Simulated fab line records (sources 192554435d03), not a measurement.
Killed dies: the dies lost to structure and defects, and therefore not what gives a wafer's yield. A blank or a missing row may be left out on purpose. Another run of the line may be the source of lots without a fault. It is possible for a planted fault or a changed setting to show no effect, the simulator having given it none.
3 desks, one fault / flow n5_finfet / each desk has only its own numbers; what lay behind them comes last

## TOOL OWNER'S DESK, rie_si-04
The tool's own readings at N5_SDB_CUT_ETCH_26 (etches Si in HBr/Cl2/O2, target depth 129.6 nm, bt time 20 s, time 51.8 s): means of the sampled wafers that have a number, for each lot that ran on this tool. If a lot's mean is further than 4 standard deviations from the usual mean, the lot is out of limits and carries the mark OUT (the distance appears in the brackets).
Columns: A = HBr_flow_sccm at N5_SDB_CUT_ETCH_26, usual 150.1 sccm; B = chamber_pressure_mTorr at N5_SDB_CUT_ETCH_26, usual 10.001 mTorr; C = drypump_motor_current_A at N5_SDB_CUT_ETCH_26, usual 5.6 A; D = oes_product_au at N5_SDB_CUT_ETCH_26, usual 1.012 a.u.; E = throttle_valve_pct at N5_SDB_CUT_ETCH_26, usual 37.10 %
lot=L779; first seen here=day 5 03:26; A=149.9; B=10.003; C=5.3; D=1.019; E=37.17
lot=L788; first seen here=day 7 05:19; A=150.8; B=10.006; C=5.3; D=1.032; E=37.27
lot=L789; first seen here=day 7 14:05; A=149.9; B=10.000; C=5.4; D=1.026; E=37.10
Result from this desk: across the 3 lots, nothing is out of limits.

## FROM THE METROLOGY DESK
What the gauges read for every lot (on any tool): the sampled wafers with a number, averaged. If a lot's mean is further than 4 standard deviations from the usual mean, the lot is out of limits and carries the mark OUT (the distance appears in the brackets).
Columns: A = SDB_OVL at N5_SDB_OVL_MEAS_12, usual 0.2 nm
lot=L779; first seen here=day 5 02:20; A=0.3
lot=L783; first seen here=day 5 23:43; A=-0.3
lot=L788; first seen here=day 7 04:39; A=-0.0
lot=L789; first seen here=day 7 12:41; A=0.3
lot=L790; first seen here=day 7 18:31; A=0.6
lot=L796; first seen here=day 9 09:53; A=-0.2
Result from this desk: across the 6 lots, nothing is out of limits.

## THE DEFECT DESK
Per lot, the means of the sampled wafers with a number show what the inspections along the route counted. If a lot's mean is further than 4 standard deviations from the usual mean, the lot is out of limits and carries the mark OUT (the distance appears in the brackets).
Columns: A = raw_defect_count at N5_SDB_INSPECT_13, usual 64
lot=L779; first seen here=day 5 02:22; A=52
lot=L783; first seen here=day 5 23:45; A=70
lot=L788; first seen here=day 7 04:40; A=44
lot=L789; first seen here=day 7 12:43; A=41
lot=L790; first seen here=day 7 18:32; A=66
lot=L796; first seen here=day 9 09:55; A=32
Result from this desk: across the 6 lots, nothing is out of limits.

## BROUGHT TOGETHER
Nothing out of limits was seen by the tool owner's desk.
Metrology desk: nothing out of limits seen.
No out-of-limits result turned up at the defect desk.

## WHAT THE SIMULATOR PUT IN
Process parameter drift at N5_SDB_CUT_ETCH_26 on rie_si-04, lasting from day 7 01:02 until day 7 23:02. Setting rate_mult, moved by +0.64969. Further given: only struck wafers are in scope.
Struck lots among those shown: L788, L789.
